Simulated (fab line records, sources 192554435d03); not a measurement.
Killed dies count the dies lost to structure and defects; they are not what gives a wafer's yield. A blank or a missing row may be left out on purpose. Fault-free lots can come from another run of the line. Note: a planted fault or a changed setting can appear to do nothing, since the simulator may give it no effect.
Matching of chambers | flow n5 finfet | rie diel-01 running N5_WELL_APT_DESCUM_13: 4 sister chambers
The step chemistry O2, time 7.9 s. 4 wafers are shown with their chamber, then 10 later ones without.

== EACH WAFER AND ITS CHAMBER ==
wafer  | chamber | showerhead plenum p Torr (Torr)
L085.4 | 1       | 2.13
L085.5 | 2       | 2.07
L091.1 | 0       | 2.06
L091.3 | 3       | 2.06

== WAFERS WITH NO CHAMBER GIVEN ==
wafer  | showerhead plenum p Torr (Torr)
L091.5 | 2.06
L093.1 | 2.12
L093.3 | 2.06
L093.4 | 2.06
L094.1 | 2.06
L094.5 | 2.06
L094.6 | 2.06
L095.2 | 2.06
L095.3 | 2.06
L095.5 | 2.12

== CHAMBER TAKEN BY EACH ==
wafer  | from the rows above     | in truth
L091.5 | can't be placed: 0 or 3 | 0
L093.1 | 1                       | 1
L093.3 | can't be placed: 0 or 3 | 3
L093.4 | can't be placed: 0 or 3 | 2
L094.1 | can't be placed: 0 or 3 | 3
L094.5 | can't be placed: 0 or 3 | 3
L094.6 | can't be placed: 0 or 3 | 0
L095.2 | can't be placed: 0 or 3 | 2
L095.3 | can't be placed: 0 or 3 | 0
L095.5 | 1                       | 1
Correct placement for 2 of the 10. These rows do not allow placing 8 (true chamber among the candidates in 6). Number placed wrongly: 0.
How it was worked out, from the rows above alone: a wafer's distance from a chamber is the root of the sum, over the readings, of the square of ((its reading less the chamber's mean) divided by the reading's scatter). The wafer belongs to the nearest chamber; if the next one is less than 2 further off, it can't be placed. A chamber's mean is the mean of its shown wafers. The scatter: root of mean squared gap, hidden wafer to nearest shown wafer, with one shown wafer a chamber.
